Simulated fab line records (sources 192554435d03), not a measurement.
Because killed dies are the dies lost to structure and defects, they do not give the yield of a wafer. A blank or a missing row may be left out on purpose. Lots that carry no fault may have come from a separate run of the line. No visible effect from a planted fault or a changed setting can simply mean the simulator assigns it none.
fab line records + flow n5_finfet
record
- lots=10
- wafers=27
- last_day=19
route steps=1938 shown MOL_CONTACT_COAG@541 BEOL_M4@1111
lots with no fault: from the same line, run without faults
start_h: hours from the record's opening day to when the first of the lot's shown wafers began + wait_h: hours elapsed since this lot's preceding step + " unchanged from the row above + L1.1+2: a single row standing in for several wafers + - either no value or no given start + * or withheld: withheld + < > ~ a bound
route shown NAME@n: a module of which the file shows steps, and the number in the route of the first + usual: average and standard deviation across the fault-free wafers + same: alike in all rows + chamber/n: place in a boat + sites: per-site readings + _std_site: standard deviation of those values + _edge_site: inner sites' mean taken away from outer sites' mean + radius_mm: for every site, how far away it sits from the centre of the wafer + mask NAME#n: copy n + behind: the tool/chamber that last shaped the wafer + hold: cause of the lot's hold/its duration in hours/its outcome + device: the transistor (n, p or np) that didn't switch + end of line: tests of these same wafers at the route's end + a step without rows: its recipe alone + killed: dies lost to structure and defects at the first sort, not the wafer's yield + map: the dies of a wafer, with x for killed, . for not killed, _ for no die there
set.NAME: the setting that was run; set.NAME@STEP: the one run at that earlier step + model.NAME: the simulator's own value behind a step, which no gauge read
steps of the route over a sample of lots; a table a step, a row a wafer
services: from which hour (start_h, from the record's first day; less than 0 if before it) a tool's chamber was out of use, for how many hours, and why
## steps
# step N5_MOL_CONTACT_COAG_IMPLANT_129
# recipe
- species=Ge
- energy_kev=3
- dose_cm2=6e+14
- tilt_deg=0
- rotation_deg=0
# usual
- beam_energy_keV=3.0001/0.00081
- end_station_pressure_torr=5.83e-06/2.9e-07
| lot.wafer | tool         | chamber | start_h | wait_h | beam_energy_keV | end_station_pressure_torr |
|-----------|--------------|---------|---------|--------|-----------------|---------------------------|
| L164.2    | implanter-01 | 0       | 98.98   | 0.1    | 3.0012          | 6.28e-06                  |
| L164.5    | "            | 0       | "       | "      | 3.0002          | 5.88e-06                  |
| L164.6    | "            | 0       | "       | "      | 2.9996          | 5.9e-06                   |
| L165.4    | implanter-01 | 0       | 108.91  | 0.1    | 3.0007          | 5.85e-06                  |
| L165.5    | "            | 0       | "       | "      | 3.0008          | 6.23e-06                  |
| L165.6    | "            | 0       | "       | "      | 3.0002          | 5.83e-06                  |
| L168.1    | implanter-02 | 0       | 118.91  | 0.0    | 2.9992          | 5.96e-06                  |
| L168.3    | "            | 0       | "       | "      | 2.9992          | 5.78e-06                  |
| L168.4    | "            | 0       | "       | "      | 2.9997          | 6.32e-06                  |
| L169.3    | implanter-02 | 0       | 122.88  | 0.1    | 2.9992          | 5.23e-06                  |
| L169.4    | "            | 0       | "       | "      | 2.9993          | 5.67e-06                  |
| L169.5    | "            | 0       | "       | "      | 3.0003          | 5.38e-06                  |
| L172.3    | implanter-02 | 0       | 142.55  | 0.1    | 1.4649          | 1.03e-05                  |
| L172.4    | "            | 0       | "       | "      | 1.4650          | 1.164e-05                 |
| L172.5    | "            | 0       | "       | "      | 1.4639          | 1.049e-05                 |
| L174.1    | implanter-02 | 0       | 160.91  | 0.0    | 1.4641          | 1.034e-05                 |
| L174.4    | "            | 0       | "       | "      | 1.4632          | 1.029e-05                 |
| L174.6    | "            | 0       | "       | "      | 1.4635          | 1.089e-05                 |
| L175.1    | implanter-01 | 0       | 164.18  | 0.0    | 2.9991          | 5.81e-06                  |
| L175.3    | "            | 0       | "       | "      | 2.9996          | 6.17e-06                  |
| L184.1    | implanter-01 | 0       | 216.07  | 0.0    | 2.9994          | 5.99e-06                  |
| L184.4    | "            | 0       | "       | "      | 3.0006          | 6.01e-06                  |
| L185.1    | implanter-02 | 0       | 220.11  | 0.0    | 2.9988          | 6.09e-06                  |
| L185.3    | "            | 0       | "       | "      | 3.0007          | 6.32e-06                  |
| L185.5    | "            | 0       | "       | "      | 3.0005          | 6.19e-06                  |
| L186.4    | implanter-02 | 0       | 226.61  | 0.1    | 2.9997          | 6.3e-06                   |
| L186.5    | "            | 0       | "       | "      | 3.0007          | 5.72e-06                  |
# step N5_MOL_CONTACT_COAG_TI_SIL_19
# recipe
- material=Ti
- target_thk_a=42
- temp_c=200
- chamber_pressure_pa=5
- power_w=5000
- time_s=15
# usual
- throttle_valve_pct=30.2/0.71
# same
- time_s=15
| lot.wafer | tool           | chamber | start_h | wait_h | throttle_valve_pct |
|-----------|----------------|---------|---------|--------|--------------------|
| L164.2    | pvd_sputter-01 | -       | 99.54   | 0.2    | 30.3               |
| L164.5    | "              | -       | "       | "      | 29.3               |
| L164.6    | "              | -       | "       | "      | 30.3               |
| L165.4    | pvd_sputter-01 | -       | 110.96  | 1.7    | 31.1               |
| L165.5    | "              | -       | "       | "      | 31.0               |
| L165.6    | "              | -       | "       | "      | 31.0               |
| L168.1    | pvd_sputter-03 | -       | 119.64  | 0.2    | 30.3               |
| L168.3    | "              | -       | "       | "      | 29.6               |
| L168.4    | "              | -       | "       | "      | 29.7               |
| L169.3    | pvd_sputter-01 | -       | 123.28  | 0.2    | 31.2               |
| L169.4    | "              | -       | "       | "      | 29.2               |
| L169.5    | "              | -       | "       | "      | 31.1               |
| L172.3    | pvd_sputter-01 | -       | 143.40  | 0.5    | 30.1               |
| L172.4    | "              | -       | "       | "      | 29.4               |
| L172.5    | "              | -       | "       | "      | 30.2               |
| L174.1    | pvd_sputter-02 | -       | 162.98  | 0.4    | 30.0               |
| L174.4    | "              | -       | "       | "      | 30.2               |
| L174.6    | "              | -       | "       | "      | 30.4               |
| L175.1    | pvd_sputter-03 | -       | 164.68  | 0.2    | 30.2               |
| L175.3    | "              | -       | "       | "      | 29.0               |
| L184.1    | pvd_sputter-01 | -       | 218.01  | 1.6    | 30.8               |
| L184.4    | "              | -       | "       | "      | 31.3               |
| L185.1    | pvd_sputter-01 | -       | 221.05  | 0.5    | 31.0               |
| L185.3    | "              | -       | "       | "      | 29.1               |
| L185.5    | "              | -       | "       | "      | 31.1               |
| L186.4    | pvd_sputter-01 | -       | 227.33  | 0.1    | 29.3               |
| L186.5    | "              | -       | "       | "      | 29.2               |
# step N5_MOL_CONTACT_COAG_CO_FILL_22
# recipe
- material=Co
- target_thk_a=200
- temp_c=200
- precursor=CCTBA/H2
- pressure_torr=30
# usual
- chamber_pressure_Torr=30.00/0.062
- heater_power_w=226/20
| lot.wafer | tool      | chamber | start_h | wait_h | chamber_pressure_Torr | heater_power_w |
|-----------|-----------|---------|---------|--------|-----------------------|----------------|
| L164.2    | cvd_co-01 | 1       | 100.88  | 0.1    | 30.01                 | 207            |
| L164.5    | "         | 2       | "       | "      | 30.02                 | 229            |
| L164.6    | "         | 1       | "       | "      | 30.02                 | 203            |
| L165.4    | cvd_co-01 | 2       | 112.99  | 0.4    | 29.94                 | 224            |
| L165.5    | "         | 1       | "       | "      | 29.97                 | 204            |
| L165.6    | "         | 0       | "       | "      | 29.99                 | 244            |
| L168.1    | cvd_co-02 | 0       | 122.25  | 0.1    | 29.98                 | 206            |
| L168.3    | "         | 0       | "       | "      | 29.99                 | 201            |
| L168.4    | "         | 2       | "       | "      | 30.04                 | 261            |
| L169.3    | cvd_co-02 | 0       | 126.03  | 0.4    | 29.98                 | 195            |
| L169.4    | "         | 2       | "       | "      | 29.95                 | 262            |
| L169.5    | "         | 0       | "       | "      | 30.03                 | 200            |
| L172.3    | cvd_co-01 | 2       | 144.87  | 0.1    | 30.06                 | 229            |
| L172.4    | "         | 1       | "       | "      | 29.91                 | 203            |
| L172.5    | "         | 0       | "       | "      | 29.97                 | 231            |
| L174.1    | cvd_co-02 | 1       | 165.29  | 0.1    | 29.94                 | 230            |
| L174.4    | "         | 0       | "       | "      | 30.00                 | 205            |
| L174.6    | "         | 1       | "       | "      | 29.97                 | 232            |
| L175.1    | cvd_co-01 | 0       | 166.36  | 0.1    | 30.12                 | 233            |
| L175.3    | "         | 2       | "       | "      | 30.12                 | 226            |
| L184.1    | cvd_co-02 | 0       | 220.19  | 0.1    | 29.95                 | 203            |
| L184.4    | "         | 1       | "       | "      | 30.01                 | 234            |
| L185.1    | cvd_co-02 | 0       | 223.39  | 0.1    | 30.07                 | 202            |
| L185.3    | "         | 0       | "       | "      | 30.04                 | 201            |
| L185.5    | "         | 1       | "       | "      | 30.09                 | 234            |
| L186.4    | cvd_co-02 | 1       | 229.83  | 0.4    | 30.03                 | 230            |
| L186.5    | "         | 0       | "       | "      | 29.97                 | 200            |
# step N5_MOL_CONTACT_COAG_ANNEAL_113
# recipe
- temp_c=400
- time_s=300
- ambient=H2/N2
# usual
- lamp_power_pct=2.60/0.061
- lamp_zone_7_pct=2.74/0.065
- wafer_temp_C_max=402.0/0.93
# same
- time_s=300
| lot.wafer | tool          | chamber | start_h | wait_h | lamp_power_pct | lamp_zone_7_pct | wafer_temp_C_max |
|-----------|---------------|---------|---------|--------|----------------|-----------------|------------------|
| L164.2    | rtp_anneal-01 | 0       | 101.64  | 0.5    | 2.56           | 2.70            | 401.3            |
| L164.5    | "             | 0       | "       | "      | 2.56           | 2.69            | 402.0            |
| L164.6    | "             | 0       | "       | "      | 2.56           | 2.69            | 401.2            |
| L165.4    | rtp_anneal-02 | 0       | 113.77  | 0.5    | 2.69           | 2.82            | 402.9            |
| L165.5    | "             | 0       | "       | "      | 2.69           | 2.83            | 403.2            |
| L165.6    | "             | 0       | "       | "      | 2.69           | 2.82            | 402.7            |
| L168.1    | rtp_anneal-01 | 0       | 123.15  | 0.6    | 2.56           | 2.69            | 401.6            |
| L168.3    | "             | 0       | "       | "      | 2.56           | 2.69            | 401.4            |
| L168.4    | "             | 0       | "       | "      | 2.56           | 2.69            | 401.6            |
| L169.3    | rtp_anneal-01 | 0       | 126.95  | 0.6    | 2.56           | 2.69            | 402.1            |
| L169.4    | "             | 0       | "       | "      | 2.57           | 2.69            | 400.9            |
| L169.5    | "             | 0       | "       | "      | 2.55           | 2.70            | 401.5            |
| L172.3    | rtp_anneal-02 | 0       | 145.79  | 0.6    | 2.69           | 2.83            | 402.9            |
| L172.4    | "             | 0       | "       | "      | 2.69           | 2.83            | 402.3            |
| L172.5    | "             | 0       | "       | "      | 2.69           | 2.83            | 403.3            |
| L174.1    | rtp_anneal-02 | 0       | 165.99  | 0.4    | 2.69           | 2.83            | 404.3            |
| L174.4    | "             | 0       | "       | "      | 2.69           | 2.83            | 403.6            |
| L174.6    | "             | 0       | "       | "      | 2.69           | 2.82            | 402.7            |
| L175.1    | rtp_anneal-01 | 0       | 167.23  | 0.6    | 2.56           | 2.69            | 401.6            |
| L175.3    | "             | 0       | "       | "      | 2.56           | 2.69            | 401.2            |
| L184.1    | rtp_anneal-01 | 0       | 221.10  | 0.6    | 2.56           | 2.69            | 401.3            |
| L184.4    | "             | 0       | "       | "      | 2.56           | 2.69            | 401.2            |
| L185.1    | rtp_anneal-01 | 0       | 224.34  | 0.7    | 2.56           | 2.69            | 401.1            |
| L185.3    | "             | 0       | "       | "      | 2.56           | 2.69            | 401.0            |
| L185.5    | "             | 0       | "       | "      | 2.56           | 2.69            | 401.5            |
| L186.4    | rtp_anneal-01 | 0       | 231.04  | 0.9    | 2.56           | 2.69            | 401.9            |
| L186.5    | "             | 0       | "       | "      | 2.56           | 2.69            | 401.3            |
# step N5_BEOL_M4_RC_MEAS_101
# usual
- DIBL_N=36.5/2.2
- DIBL_P=36.9/2.9
- IOFF_N=0.17/0.044
- IOFF_P=0.22/0.052
- ION_N=671/16
- ION_P=461/10
- RC_DENSE_N=18.9/0.59
- RC_DENSE_P=23.7/0.74
- RC_N=15.4/0.46
- RC_P=19.3/0.58
- SS_N=71.6/0.73
- SS_P=73.5/0.79
- VT_N=250/4.1
- VT_P=-250/4.1
| lot.wafer | tool      | chamber | start_h | wait_h | DIBL_N[mV/V] | DIBL_P[mV/V] | IOFF_N[nA/um] | IOFF_P[nA/um] | ION_N[uA/um] | ION_P[uA/um] | RC_DENSE_N[ohm.um] | RC_DENSE_P[ohm.um] | RC_N[ohm.um] | RC_P[ohm.um] | SS_N[mV/dec] | SS_P[mV/dec] | VT_N[mV] | VT_P[mV] |
|-----------|-----------|---------|---------|--------|--------------|--------------|---------------|---------------|--------------|--------------|--------------------|--------------------|--------------|--------------|--------------|--------------|----------|----------|
| L164.2    | prober-02 | 0       | 196.53  | 0.2    | 35.9         | 36.2         | 0.15          | 0.21          | 666          | 459          | 20.0               | 24.9               | 16.1         | 20.3         | 70.7         | 73.0         | 249      | -249     |
| L164.5    | "         | 0       | "       | "      | 36.7         | 36.3         | 0.15          | 0.20          | 656          | 453          | 19.0               | 24.0               | 15.4         | 19.4         | 71.3         | 73.7         | 250      | -252     |
| L164.6    | "         | 0       | "       | "      | 35.2         | 36.0         | 0.14          | 0.21          | 664          | 461          | 19.0               | 23.6               | 15.3         | 19.2         | 71.9         | 73.2         | 253      | -248     |
| L165.4    | prober-01 | 0       | 203.46  | 0.5    | 34.2         | 34.5         | 0.11          | 0.18          | 655          | 451          | 19.4               | 24.0               | 15.8         | 19.4         | 71.1         | 72.1         | 258      | -254     |
| L165.5    | "         | 0       | "       | "      | 37.0         | 38.1         | 0.16          | 0.22          | 655          | 448          | 19.1               | 23.7               | 15.6         | 19.5         | 72.2         | 73.3         | 250      | -252     |
| L165.6    | "         | 0       | "       | "      | 35.7         | 37.1         | 0.13          | 0.21          | 668          | 463          | 18.7               | 23.6               | 15.4         | 18.9         | 71.2         | 72.9         | 252      | -251     |
| L168.1    | prober-02 | 0       | 207.74  | 0.0    | 36.2         | 37.7         | 0.19          | 0.27          | 680          | 476          | 19.8               | 25.1               | 16.3         | 20.6         | 71.6         | 73.3         | 245      | -245     |
| L168.3    | "         | 0       | "       | "      | 35.3         | 36.1         | 0.17          | 0.24          | 671          | 462          | 18.9               | 23.8               | 15.4         | 19.5         | 70.7         | 73.0         | 249      | -247     |
| L168.4    | "         | 0       | "       | "      | 36.0         | 37.1         | 0.16          | 0.24          | 668          | 467          | 19.3               | 24.1               | 15.7         | 19.8         | 71.7         | 74.0         | 251      | -249     |
| L169.3    | prober-01 | 0       | 213.08  | 0.3    | 37.5         | 38.7         | 0.20          | 0.24          | 692          | 466          | 19.1               | 24.2               | 15.6         | 19.8         | 72.0         | 74.6         | 246      | -251     |
| L169.4    | "         | 0       | "       | "      | 34.3         | 35.8         | 0.14          | 0.20          | 654          | 450          | 19.8               | 24.8               | 16.0         | 20.3         | 71.6         | 73.7         | 253      | -252     |
| L169.5    | "         | 0       | "       | "      | 36.0         | 36.9         | 0.16          | 0.20          | 671          | 457          | 19.6               | 24.6               | 15.7         | 19.9         | 72.1         | 73.9         | 251      | -249     |
| L172.3    | prober-01 | 0       | 234.27  | 0.3    | 38.5         | 37.3         | 0.19          | 0.25          | 691          | 465          | 20.5               | 25.8               | 16.9         | 21.3         | 72.3         | 73.6         | 247      | -248     |
| L172.4    | "         | 0       | "       | "      | 42.5         | 43.5         | 0.31          | 0.40          | 703          | 482          | 20.7               | 26.1               | 17.0         | 21.3         | 72.5         | 75.3         | 241      | -241     |
| L172.5    | "         | 0       | "       | "      | 39.5         | 39.5         | 0.23          | 0.30          | 692          | 476          | 20.7               | 25.8               | 16.8         | 21.1         | 72.6         | 73.9         | 247      | -245     |
| L175.1    | prober-02 | 0       | 258.56  | 0.0    | 33.5         | 34.2         | 0.13          | 0.19          | 665          | 461          | 19.6               | 24.7               | 16.1         | 20.1         | 71.0         | 72.3         | 251      | -248     |
| L175.3    | "         | 0       | "       | "      | 37.1         | 38.5         | 0.20          | 0.26          | 674          | 464          | 18.9               | 23.5               | 15.4         | 19.3         | 72.0         | 73.7         | 246      | -246     |
| L174.1    | prober-01 | 0       | 260.88  | 0.0    | 33.4         | 32.6         | 0.11          | 0.14          | 658          | 447          | 20.5               | 25.2               | 16.7         | 20.7         | 70.1         | 73.1         | 256      | -258     |
| L174.4    | "         | 0       | "       | "      | 38.8         | 38.4         | 0.19          | 0.21          | 667          | 445          | 20.3               | 25.3               | 16.5         | 20.3         | 72.4         | 73.8         | 251      | -252     |
| L174.6    | "         | 0       | "       | "      | 36.5         | 35.0         | 0.14          | 0.17          | 655          | 452          | 20.1               | 25.1               | 16.7         | 20.7         | 71.5         | 72.4         | 254      | -255     |
| L185.1    | prober-01 | 0       | 317.82  | 0.0    | 35.3         | 35.5         | 0.14          | 0.18          | 666          | 461          | 18.3               | 22.9               | 14.8         | 18.5         | 70.9         | 73.1         | 250      | -252     |
| L185.3    | "         | 0       | "       | "      | 38.1         | 38.7         | 0.18          | 0.23          | 674          | 463          | 19.6               | 24.3               | 15.9         | 20.0         | 71.7         | 74.3         | 247      | -249     |
| L185.5    | "         | 0       | "       | "      | 37.8         | 39.4         | 0.17          | 0.25          | 668          | 461          | 18.4               | 23.0               | 15.0         | 18.7         | 71.4         | 74.4         | 248      | -252     |
| L184.1    | prober-02 | 0       | 318.22  | 0.0    | 38.1         | 37.4         | 0.16          | 0.24          | 648          | 447          | 19.4               | 24.2               | 15.9         | 19.8         | 71.6         | 74.0         | 252      | -250     |
| L184.4    | "         | 0       | "       | "      | 36.0         | 34.1         | 0.12          | 0.16          | 654          | 448          | 20.0               | 24.5               | 16.3         | 20.2         | 71.5         | 72.8         | 256      | -254     |
| L186.4    | prober-01 | 0       | 340.80  | 0.5    | 40.2         | 42.9         | 0.23          | 0.29          | 669          | 456          | 18.5               | 23.1               | 15.0         | 18.9         | 72.3         | 74.7         | 248      | -247     |
| L186.5    | "         | 0       | "       | "      | 42.3         | 44.0         | 0.28          | 0.33          | 702          | 471          | 18.6               | 23.0               | 15.2         | 19.0         | 73.4         | 75.0         | 242      | -243     |
## services
| tool           | chamber | start_h | hours | kind           |
|----------------|---------|---------|-------|----------------|
| cvd_co-01      | 2       | 77.56   | 15.3  | repair         |
| pvd_sputter-01 | -       | 79.04   | 1.6   | repair         |
| rtp_anneal-01  | -       | 83.50   | 4.2   | pm             |
| cvd_co-02      | 1       | 114.76  | -     | clean          |
| cvd_co-02      | 1       | 114.76  | 22.0  | scheduled_down |
| cvd_co-02      | 1       | 114.76  | 22.0  | vent_cycle     |
| pvd_sputter-02 | -       | 146.23  | 1.1   | repair         |
| cvd_co-01      | -       | 180.76  | 4.3   | pm             |
| implanter-02   | -       | 187.47  | 5.8   | pm             |
| implanter-02   | -       | 215.07  | 1.2   | repair         |
| implanter-01   | -       | 218.91  | 3.2   | pm             |
| implanter-01   | -       | 222.51  | 4.1   | pm             |
## key
first_sign
- step=N5_MOL_CONTACT_COAG_IMPLANT_129
- reading=beam_energy_keV
- direction=down
- sigmas=99+
- usual=3.0001
- struck=1.4641
effect
- step=N5_MOL_CONTACT_COAG_IMPLANT_129
- reading=end_station_pressure_torr
- direction=up
- sigmas=17
- usual=5.83e-06
- struck=1.066e-05
effect
- step=N5_BEOL_M4_RC_MEAS_101
- reading=RC_N
- direction=up
- sigmas=2.9
- usual=15.4
- struck=16.8
effect
- step=N5_BEOL_M4_RC_MEAS_101
- reading=RC_P
- direction=up
- sigmas=2.7
- usual=19.3
- struck=20.9
effect
- step=N5_BEOL_M4_RC_MEAS_101
- reading=RC_DENSE_N
- direction=up
- sigmas=2.6
- usual=18.9
- struck=20.5
effect
- step=N5_BEOL_M4_RC_MEAS_101
- reading=RC_DENSE_P
- direction=up
- sigmas=2.5
- usual=23.7
- struck=25.6
met_at N5_MOL_CONTACT_COAG_IMPLANT_129
struck_lots L172,L174
not_acting_at N5_MOL_CONTACT_COAG_TI_SIL_19,N5_MOL_CONTACT_COAG_CO_FILL_22,N5_MOL_CONTACT_COAG_ANNEAL_113
onset_between 122.88 142.55
fault
- kind=process_parameter_drift
- tool=implanter-02
- chamber=-
- onset_h=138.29
- steps=N5_MOL_CONTACT_COAG_IMPLANT_129
- channel=energy_kev
- offset=-1.536
- shape=step
- end_h=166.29
- acts_in=these_recipes_only
- stated=3
